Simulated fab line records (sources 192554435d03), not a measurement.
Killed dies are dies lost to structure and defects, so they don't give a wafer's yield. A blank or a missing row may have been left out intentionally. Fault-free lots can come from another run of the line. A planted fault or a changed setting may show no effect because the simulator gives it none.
fab line records + flow n5-finfet
[record]
- lots = 6
- wafers = 17
- last-day = 20
route steps=1938 shown BEOL_M1@778 BEOL_M4@1111
lots untouched by any fault: they come from a run of this same line in which no faults occurred
start-h: the number of hours between the record's first day and the start of the first shown wafer of the lot + wait-h: hours from the lot's prior step to this one + " identical to the entry in the row above + L1.1+2: a single row standing in for several wafers + - no value, or no start given + * or withheld: withheld + < > ~ a bound
route shown NAME@n: a module of which the file shows steps, and the number in the route of the first + usual: mean and standard deviation over wafers with no fault + same: alike in all rows + chamber/n: place in a boat + sites: each site's reading + _std_site: the standard deviation of these + _edge_site: outer sites' mean less inner sites' + radius-mm: for every site, how far away it sits from the centre of the wafer + mask NAME#n: copy n + behind: the last tool/chamber to shape the wafer + hold: why the lot was held/for how many hours/how that ended + device: names the non-switching transistor (n, p or np) + end of line: tests run on the same wafers once the route is complete + for a step that has no rows: nothing shown but its recipe + killed: dies lost to structure and defects at the first sort, not the wafer's yield + map: dies across one wafer; x = killed, . = not, _ = none there
set.NAME: the setting as run; set.NAME@STEP: as run at that earlier step + model.NAME: the simulator's own value behind a step, which no gauge read
a table for each step, a row for each wafer; lots at some steps of the route
services: the hour from which a tool's chamber was out of use, counted from the record's first day as start-h (under 0 if before that day), plus the number of hours and why
[[steps]]
[step N5_BEOL_M1_COAT_68]
[recipe]
- resist = SiARC
- temp-c = 220
- time-s = 60
- spin-rpm = 1500
- resist-thk-nm = 12
[step N5_BEOL_M1_COAT_76]
[recipe]
- resist = underlayer
- temp-c = 205
- time-s = 60
- spin-rpm = 1500
- resist-thk-nm = 5
[step N5_BEOL_M1_COAT_22]
[recipe]
- resist = CAR-EUV
- spin-rpm = 1500
- resist-thk-nm = 30
[step N5_BEOL_M1_EBR_24]
[recipe]
- solvent = PGMEA
- ebr-width-mm = 1.5
[step N5_BEOL_M1_SOFTBAKE_23]
[recipe]
- temp-c = 110
- time-s = 60
- resist = CAR-EUV
[step N5_BEOL_M1_EXPOSE_25]
[recipe]
- mask-id = V0
- na = 0.33
- source-shape = quasar
- sigma-inner = 0.2
- sigma-outer = 0.8
- polarization = unpolarized
- defocus-nm = 5
- target-cd-nm = 24
- dose-mj = 63
[step N5_BEOL_M1_PEB_26]
[recipe]
- peb-temp-c = 100
- peb-time-s = 60
- resist = CAR-EUV
[step N5_BEOL_M1_DEVELOP_27]
[recipe]
- develop-time-s = 30
- developer = TMAH
- resist = CAR-EUV
- rinse-liquid = surfactant-rinse
- dry = air-spin
- dev-temp-c = 23
[step N5_BEOL_M1_CD_MEAS_28]
[recipe]
- landing-energy-ev = 500
- detector = se-inlens
- target-cd-y-nm = 23.3
[usual]
- cd-nm = 23.96/0.23
| lot.wafer | tool      | chamber | start-h | wait-h | cd-nm |
|-----------|-----------|---------|---------|--------|-------|
| L189.1    | cd-sem-02 | 0       | 156.32  | -      | 24.10 |
| L189.5    | "         | 0       | "       | "      | 24.30 |
| L190.1    | cd-sem-03 | 0       | 157.50  | -      | 23.91 |
| L190.2    | "         | 0       | "       | "      | 23.78 |
| L190.5    | "         | 0       | "       | "      | 23.81 |
| L203.3    | cd-sem-02 | 0       | 242.50  | -      | 24.21 |
| L203.4    | "         | 0       | "       | "      | 23.78 |
| L203.6    | "         | 0       | "       | "      | 23.85 |
| L205.2    | cd-sem-03 | 0       | 249.35  | -      | 23.94 |
| L205.3    | "         | 0       | "       | "      | 24.09 |
| L205.6    | "         | 0       | "       | "      | 23.62 |
| L206.2    | cd-sem-01 | 0       | 263.77  | -      | 23.89 |
| L206.3    | "         | 0       | "       | "      | 23.55 |
| L206.5    | "         | 0       | "       | "      | 24.02 |
| L207.2    | cd-sem-01 | 0       | 275.00  | -      | 23.65 |
| L207.3    | "         | 0       | "       | "      | 23.81 |
| L207.5    | "         | 0       | "       | "      | 23.79 |
[step N5_BEOL_M1_OVL_MEAS_29]
[recipe]
- points-per-wafer = 522
[usual]
- V0_OVL = -0.5/0.63
[same]
- points-per-wafer = 522
| lot.wafer | tool       | chamber | start-h | wait-h | V0_OVL[nm] |
|-----------|------------|---------|---------|--------|------------|
| L189.1    | overlay-01 | 0       | 156.35  | 0.0    | -0.9       |
| L189.5    | "          | 0       | "       | "      | -0.1       |
| L190.1    | overlay-01 | 0       | 157.53  | 0.0    | -0.6       |
| L190.2    | "          | 0       | "       | "      | -0.4       |
| L190.5    | "          | 0       | "       | "      | -0.4       |
| L203.3    | overlay-01 | 0       | 242.54  | 0.0    | 0.0        |
| L203.4    | "          | 0       | "       | "      | -1.7       |
| L203.6    | "          | 0       | "       | "      | -2.0       |
| L205.2    | overlay-01 | 0       | 249.39  | 0.0    | 0.0        |
| L205.3    | "          | 0       | "       | "      | -0.3       |
| L205.6    | "          | 0       | "       | "      | -0.1       |
| L206.2    | overlay-02 | 0       | 263.80  | 0.0    | -0.4       |
| L206.3    | "          | 0       | "       | "      | -0.3       |
| L206.5    | "          | 0       | "       | "      | -1.6       |
| L207.2    | overlay-01 | 0       | 275.04  | 0.0    | -0.5       |
| L207.3    | "          | 0       | "       | "      | 0.6        |
| L207.5    | "          | 0       | "       | "      | 0.6        |
[step N5_BEOL_M1_INSPECT_30]
[recipe]
- mode = adi
- inspect-instrument = brightfield
[usual]
- raw-defect-count = 401/92
| lot.wafer | tool              | chamber | start-h | wait-h | raw-defect-count |
|-----------|-------------------|---------|---------|--------|------------------|
| L189.1    | defect-inspect-02 | -       | 156.41  | 0.1    | 421              |
| L189.5    | "                 | -       | "       | "      | 409              |
| L190.1    | defect-inspect-02 | -       | 157.58  | 0.1    | 347              |
| L190.2    | "                 | -       | "       | "      | 278              |
| L190.5    | "                 | -       | "       | "      | 454              |
| L203.3    | defect-inspect-01 | -       | 242.59  | 0.0    | 229              |
| L203.4    | "                 | -       | "       | "      | 273              |
| L203.6    | "                 | -       | "       | "      | 285              |
| L205.2    | defect-inspect-02 | -       | 249.44  | 0.0    | 315              |
| L205.3    | "                 | -       | "       | "      | 372              |
| L205.6    | "                 | -       | "       | "      | 614              |
| L206.2    | defect-inspect-02 | -       | 263.85  | 0.0    | 371              |
| L206.3    | "                 | -       | "       | "      | 474              |
| L206.5    | "                 | -       | "       | "      | 541              |
| L207.2    | defect-inspect-01 | -       | 275.09  | 0.0    | 631              |
| L207.3    | "                 | -       | "       | "      | 439              |
| L207.5    | "                 | -       | "       | "      | 346              |
[step N5_BEOL_M1_DESCUM_33]
[recipe]
- chemistry = O2
- time-s = 7
- source-power-w = 50
- bias-power-w = 20
- pressure-mtorr = 20
- rf-frequency-hz = 2.712e+07
- temp-c = 40
- resist = CAR-EUV
- o2-flow-sccm = 225
[usual]
- drypump-motor-current-A = 5.4/0.47
- oes-product-au = 0.75/0.071
- rf-vpp-V = 243.8/1.3
- showerhead-plenum-p-Torr = 2.13/0.064
- throttle-valve-pct = 20.46/0.21
| lot.wafer | tool        | chamber | start-h | wait-h | drypump-motor-current-A | oes-product-au | rf-hours-counter-h | rf-vpp-V | showerhead-plenum-p-Torr | throttle-valve-pct |
|-----------|-------------|---------|---------|--------|-------------------------|----------------|--------------------|----------|--------------------------|--------------------|
| L189.1    | rie-diel-04 | 3       | 156.44  | 0.0    | 5.6                     | 0.77           | 129                | 243.8    | 2.10                     | 20.30              |
| L189.5    | "           | 1       | "       | "      | 6.1                     | 0.68           | -                  | 240.8    | 1.98                     | 20.46              |
| L190.1    | rie-diel-04 | 2       | 157.62  | 0.0    | 5.5                     | 0.72           | 183                | 241.4    | 2.07                     | 20.48              |
| L190.2    | "           | 1       | "       | "      | 6.1                     | 0.69           | 227                | 241.1    | 1.98                     | 20.46              |
| L190.5    | "           | 0       | "       | "      | 6.1                     | 0.69           | -                  | 245.9    | 2.15                     | 20.75              |
| L203.3    | rie-diel-01 | 2       | 242.71  | 0.1    | 5.0                     | 0.73           | 169                | 243.9    | 2.10                     | 20.66              |
| L203.4    | "           | 0       | "       | "      | 5.5                     | 0.73           | 162                | 245.5    | 2.18                     | 20.28              |
| L203.6    | "           | 1       | "       | "      | 5.8                     | 0.68           | -                  | 244.0    | 2.15                     | 20.74              |
| L205.2    | rie-diel-02 | 2       | 249.47  | 0.0    | 4.8                     | 0.82           | 94                 | 246.0    | 2.20                     | 20.86              |
| L205.3    | "           | 3       | "       | "      | 5.5                     | 0.80           | 96                 | 244.1    | 2.19                     | 20.16              |
| L205.6    | "           | 3       | "       | "      | 5.5                     | 0.81           | -                  | 244.0    | 2.19                     | 20.16              |
| L206.2    | rie-diel-04 | 1       | 263.89  | 0.0    | 6.1                     | 0.98           | 1                  | 245.2    | 2.24                     | 20.16              |
| L206.3    | "           | 0       | "       | "      | 6.1                     | 0.94           | 17                 | 244.8    | 2.14                     | 20.44              |
| L206.5    | "           | 1       | "       | "      | 6.1                     | 0.98           | -                  | 245.8    | 2.24                     | 20.16              |
| L207.2    | rie-diel-02 | 0       | 275.13  | 0.0    | 5.0                     | 0.67           | 225                | 243.4    | 2.15                     | 20.60              |
| L207.3    | "           | 2       | "       | "      | 4.8                     | 0.82           | 101                | 244.5    | 2.20                     | 20.89              |
| L207.5    | "           | 2       | "       | "      | 4.8                     | 0.81           | -                  | 245.3    | 2.20                     | 20.88              |
[step N5_BEOL_M1_ETCH_77]
[recipe]
- chemistry = N2/H2
- target = underlayer
- target-depth-a = 65
- mask-material = CAR-EUV
- time-s = 5.2
- ion-energy-ev = 200
- pressure-mtorr = 30
- source-w = 840
- bias-w = 150
- n2-flow-sccm = 200
- h2-flow-sccm = 200
- ends = cleared
[usual]
- bias-w = 150.0/0.47
- drypump-motor-current-A = 5.4/0.47
- etch-rf-on-time-s = 5.21/0.08
- oes-product-au = 0.64/0.061
- rf-vpp-V = 525.2/2.6
- showerhead-plenum-p-Torr = 2.59/0.08
- throttle-valve-pct = 17.90/0.23
| lot.wafer | tool        | chamber | start-h | wait-h | bias-w | drypump-motor-current-A | etch-rf-on-time-s | oes-product-au | rf-hours-counter-h | rf-vpp-V | showerhead-plenum-p-Torr | throttle-valve-pct |
|-----------|-------------|---------|---------|--------|--------|-------------------------|-------------------|----------------|--------------------|----------|--------------------------|--------------------|
| L189.1    | rie-diel-04 | 3       | 156.48  | 0.0    | 150.4  | 5.6                     | 8.12              | 0.53           | 129                | 524.2    | 2.55                     | 17.66              |
| L189.5    | "           | 1       | "       | "      | 150.2  | 6.1                     | 5.20              | 0.58           | -                  | 519.4    | 2.41                     | 17.89              |
| L190.1    | rie-diel-04 | 2       | 157.65  | 0.0    | 150.3  | 5.5                     | 8.33              | 0.49           | 183                | 522.4    | 2.53                     | 17.91              |
| L190.2    | "           | 1       | "       | "      | 150.2  | 6.1                     | 5.12              | 0.59           | 227                | 520.7    | 2.41                     | 17.86              |
| L190.5    | "           | 0       | "       | "      | 150.1  | 6.1                     | 5.28              | 0.59           | -                  | 525.9    | 2.61                     | 18.21              |
| L203.3    | rie-diel-01 | 2       | 242.75  | 0.0    | 151.2  | 4.9                     | 5.16              | 0.63           | 169                | 523.9    | 2.53                     | 17.98              |
| L203.4    | "           | 0       | "       | "      | 150.9  | 5.5                     | 5.20              | 0.63           | 162                | 526.8    | 2.65                     | 17.71              |
| L203.6    | "           | 1       | "       | "      | 150.1  | 5.8                     | 5.28              | 0.59           | -                  | 526.6    | 2.61                     | 18.25              |
| L205.2    | rie-diel-02 | 2       | 249.51  | 0.0    | 149.5  | 4.8                     | 5.17              | 0.71           | 94                 | 527.9    | 2.68                     | 18.37              |
| L205.3    | "           | 3       | "       | "      | 150.0  | 5.5                     | 5.25              | 0.68           | 96                 | 527.5    | 2.68                     | 17.59              |
| L205.6    | "           | 3       | "       | "      | 149.5  | 5.5                     | 5.23              | 0.68           | -                  | 528.4    | 2.68                     | 17.60              |
| L206.2    | rie-diel-04 | 1       | 263.92  | 0.0    | 151.0  | 6.1                     | 5.19              | 0.84           | 1                  | 530.7    | 2.72                     | 17.52              |
| L206.3    | "           | 0       | "       | "      | 150.1  | 6.1                     | 5.25              | 0.80           | 17                 | 526.3    | 2.60                     | 17.81              |
| L206.5    | "           | 1       | "       | "      | 151.1  | 6.1                     | 5.11              | 0.85           | -                  | 528.8    | 2.72                     | 17.52              |
| L207.2    | rie-diel-02 | 0       | 275.16  | 0.0    | 150.1  | 5.0                     | 5.31              | 0.56           | 225                | 526.1    | 2.62                     | 18.04              |
| L207.3    | "           | 2       | "       | "      | 149.4  | 4.8                     | 5.14              | 0.69           | 101                | 529.5    | 2.67                     | 18.41              |
| L207.5    | "           | 2       | "       | "      | 149.3  | 4.8                     | 5.12              | 0.69           | -                  | 528.4    | 2.67                     | 18.43              |
[step N5_BEOL_M1_ETCH_69]
[recipe]
- chemistry = CF4
- target = SiARC
- target-depth-a = 156
- mask-material = CAR-EUV
- time-s = 26
- ion-energy-ev = 80
- pressure-mtorr = 40
- source-w = 545
- bias-w = 36
- Ar_flow_sccm = 100
- cf4-flow-sccm = 100
- ends = cleared
[usual]
- bias-w = 36.00/0.1
- drypump-motor-current-A = 5.4/0.47
- etch-rf-on-time-s = 26.1/0.42
- oes-product-au = 0.64/0.062
- rf-vpp-V = 184.6/1.1
- showerhead-plenum-p-Torr = 2.18/0.063
- throttle-valve-pct = 15.65/0.2
| lot.wafer | tool        | chamber | start-h | wait-h | bias-w | drypump-motor-current-A | etch-rf-on-time-s | oes-product-au | rf-hours-counter-h | rf-vpp-V | showerhead-plenum-p-Torr | throttle-valve-pct |
|-----------|-------------|---------|---------|--------|--------|-------------------------|-------------------|----------------|--------------------|----------|--------------------------|--------------------|
| L189.1    | rie-diel-04 | 3       | 156.49  | 0.0    | 36.08  | 5.7                     | 25.5              | 0.67           | 129                | 184.4    | 2.15                     | 15.47              |
| L189.5    | "           | 1       | "       | "      | 35.95  | 6.1                     | 25.8              | 0.59           | -                  | 183.2    | 2.03                     | 15.73              |
| L190.1    | rie-diel-04 | 2       | 157.67  | 0.0    | 36.08  | 5.5                     | 27.1              | 0.61           | 183                | 184.0    | 2.13                     | 15.69              |
| L190.2    | "           | 1       | "       | "      | 35.93  | 6.0                     | 26.2              | 0.59           | 227                | 182.0    | 2.04                     | 15.73              |
| L190.5    | "           | 0       | "       | "      | 35.89  | 6.1                     | 26.7              | 0.59           | -                  | 184.5    | 2.19                     | 15.93              |
| L203.3    | rie-diel-01 | 2       | 242.76  | 0.0    | 35.97  | 5.0                     | 25.9              | 0.64           | 169                | 184.2    | 2.14                     | 15.78              |
| L203.4    | "           | 0       | "       | "      | 36.09  | 5.5                     | 26.1              | 0.63           | 162                | 185.2    | 2.23                     | 15.47              |
| L203.6    | "           | 1       | "       | "      | 36.09  | 5.8                     | 26.8              | 0.58           | -                  | 184.2    | 2.20                     | 15.98              |
| L205.2    | rie-diel-02 | 2       | 249.52  | 0.0    | 35.91  | 4.8                     | 25.5              | 0.71           | 94                 | 184.6    | 2.25                     | 15.97              |
| L205.3    | "           | 3       | "       | "      | 36.08  | 5.5                     | 26.0              | 0.68           | 96                 | 184.3    | 2.24                     | 15.40              |
| L205.6    | "           | 3       | "       | "      | 36.04  | 5.5                     | 26.2              | 0.68           | -                  | 184.9    | 2.24                     | 15.38              |
| L206.2    | rie-diel-04 | 1       | 263.94  | 0.0    | 36.05  | 6.1                     | 26.1              | 0.85           | 1                  | 185.1    | 2.28                     | 15.30              |
| L206.3    | "           | 0       | "       | "      | 35.91  | 6.1                     | 26.1              | 0.79           | 17                 | 185.4    | 2.18                     | 15.51              |
| L206.5    | "           | 1       | "       | "      | 36.03  | 6.1                     | 25.9              | 0.85           | -                  | 185.9    | 2.28                     | 15.31              |
| L207.2    | rie-diel-02 | 0       | 275.18  | 0.0    | 36.03  | 5.1                     | 26.5              | 0.57           | 225                | 182.9    | 2.20                     | 15.82              |
| L207.3    | "           | 2       | "       | "      | 36.04  | 4.8                     | 25.6              | 0.70           | 101                | 183.8    | 2.24                     | 15.99              |
| L207.5    | "           | 2       | "       | "      | 35.93  | 4.8                     | 25.6              | 0.71           | -                  | 185.1    | 2.24                     | 15.99              |
[step N5_BEOL_M4_RC_MEAS_101]
[usual]
- DIBL_N = 36.3/1.2
- DIBL_P = 36.3/1.4
- IOFF_N = 0.160/0.02
- IOFF_P = 0.210/0.025
- ION_N = 675/9.5
- ION_P = 462/7
- SS_N = 71.5/0.53
- SS_P = 73.4/0.55
- VT_N = 249.5/2.6
- VT_P = -250.1/2.9
| lot.wafer | tool      | chamber | start-h | wait-h | DIBL_N[mV/V] | DIBL_P[mV/V] | IOFF_N[nA/um] | IOFF_P[nA/um] | ION_N[uA/um] | ION_P[uA/um] | SS_N[mV/dec] | SS_P[mV/dec] | VT_N[mV] | VT_P[mV] |
|-----------|-----------|---------|---------|--------|--------------|--------------|---------------|---------------|--------------|--------------|--------------|--------------|----------|----------|
| L189.1    | prober-02 | 0       | 218.02  | 0.0    | 36.7         | 37.3         | 0.178         | 0.264         | 670          | 462          | 71.6         | 74.1         | 245.4    | -244.1   |
| L189.5    | "         | 0       | "       | "      | 36.0         | 36.1         | 0.155         | 0.236         | 667          | 460          | 71.6         | 73.8         | 250.2    | -246.4   |
| L190.1    | prober-01 | 0       | 221.03  | 0.0    | 38.1         | 38.2         | 0.185         | 0.239         | 685          | 468          | 71.7         | 73.6         | 250.3    | -249.3   |
| L190.2    | "         | 0       | "       | "      | 36.5         | 35.4         | 0.151         | 0.197         | 682          | 460          | 71.9         | 73.5         | 252.0    | -251.2   |
| L190.5    | "         | 0       | "       | "      | 38.6         | 38.3         | 0.192         | 0.237         | 693          | 471          | 72.1         | 73.9         | 249.6    | -250.4   |
| L203.3    | prober-01 | 0       | 338.94  | 0.3    | 36.5         | 36.5         | 0.143         | 0.194         | 671          | 457          | 70.9         | 72.7         | 252.0    | -252.6   |
| L203.4    | "         | 0       | "       | "      | 36.0         | 35.7         | 0.131         | 0.173         | 659          | 451          | 70.8         | 72.2         | 253.1    | -255.1   |
| L203.6    | "         | 0       | "       | "      | 37.9         | 38.2         | 0.170         | 0.216         | 673          | 456          | 71.3         | 72.6         | 248.5    | -253.2   |
| L205.2    | prober-01 | 0       | 344.78  | 0.2    | 35.6         | 36.0         | 0.156         | 0.203         | 679          | 467          | 71.0         | 73.2         | 250.4    | -251.1   |
| L205.3    | "         | 0       | "       | "      | 34.5         | 34.2         | 0.126         | 0.171         | 667          | 456          | 70.7         | 72.8         | 252.0    | -252.9   |
| L205.6    | "         | 0       | "       | "      | 35.7         | 35.7         | 0.150         | 0.198         | 676          | 461          | 70.9         | 73.6         | 252.8    | -251.7   |
| L207.2    | prober-01 | 0       | 356.15  | 0.2    | 36.0         | 37.3         | 0.190         | 0.201         | 660          | 448          | 72.0         | 72.8         | 247.1    | -254.9   |
| L207.3    | "         | 0       | "       | "      | 35.3         | 37.3         | 0.179         | 0.207         | 670          | 450          | 71.0         | 73.1         | 247.2    | -250.9   |
| L207.5    | "         | 0       | "       | "      | 36.7         | 38.6         | 0.202         | 0.221         | 684          | 455          | 71.5         | 73.9         | 247.4    | -252.8   |
| L206.2    | prober-02 | 0       | 363.44  | 0.2    | 35.5         | 36.3         | 0.164         | 0.216         | 691          | 475          | 71.3         | 73.3         | 245.8    | -247.9   |
| L206.3    | "         | 0       | "       | "      | 35.2         | 35.8         | 0.151         | 0.197         | 676          | 461          | 70.9         | 73.0         | 248.9    | -248.3   |
| L206.5    | "         | 0       | "       | "      | 36.0         | 36.6         | 0.176         | 0.216         | 688          | 468          | 71.5         | 73.1         | 245.0    | -248.6   |
[[services]]
| tool        | chamber | start-h | hours | kind                          |
|-------------|---------|---------|-------|-------------------------------|
| rie-diel-02 | 2       | 137.47  | 6.3   | repair                        |
| rie-diel-02 | 3       | 164.68  | 12.2  | repair                        |
| rie-diel-04 | 1       | 180.16  | 11.0  | repair                        |
| rie-diel-04 | 0       | 191.20  | -     | clean                         |
| rie-diel-04 | 0       | 191.20  | -     | consumable-replace:focus-ring |
| rie-diel-04 | 0       | 191.20  | 20.1  | scheduled-down                |
| rie-diel-04 | 0       | 191.20  | 20.1  | vent-cycle                    |
| rie-diel-02 | -       | 195.75  | 0.3   | repair                        |
| rie-diel-02 | 3       | 210.60  | 4.7   | repair                        |
| rie-diel-04 | 1       | 237.23  | -     | clean                         |
| rie-diel-04 | 1       | 237.23  | -     | consumable-replace:focus-ring |
| rie-diel-04 | 1       | 237.23  | -     | consumable-replace:showerhead |
| rie-diel-02 | -       | 249.18  | 0.2   | repair                        |
| rie-diel-01 | 1       | 251.59  | -     | clean                         |
| rie-diel-01 | 1       | 251.59  | -     | consumable-replace:focus-ring |
| rie-diel-01 | 1       | 251.59  | 17.7  | scheduled-down                |
| rie-diel-01 | 1       | 251.59  | 17.7  | vent-cycle                    |
[[key]]
[first-sign]
- step = N5_BEOL_M1_ETCH_77
- reading = etch-rf-on-time-s
- direction = up
- sigmas = 38
- usual = *
- struck = *
effect none on later readings
met-at N5_BEOL_M1_ETCH_77
struck-wafers L189.1,L190.1
[fault]
- kind = process-parameter-drift
- tool = rie-diel-04
- chamber = -
- onset-h = 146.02
- steps = N5_BEOL_M1_ETCH_77
- channel = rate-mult
- offset = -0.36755
- shape = step
- end-h = 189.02
- scope = struck-wafers-only
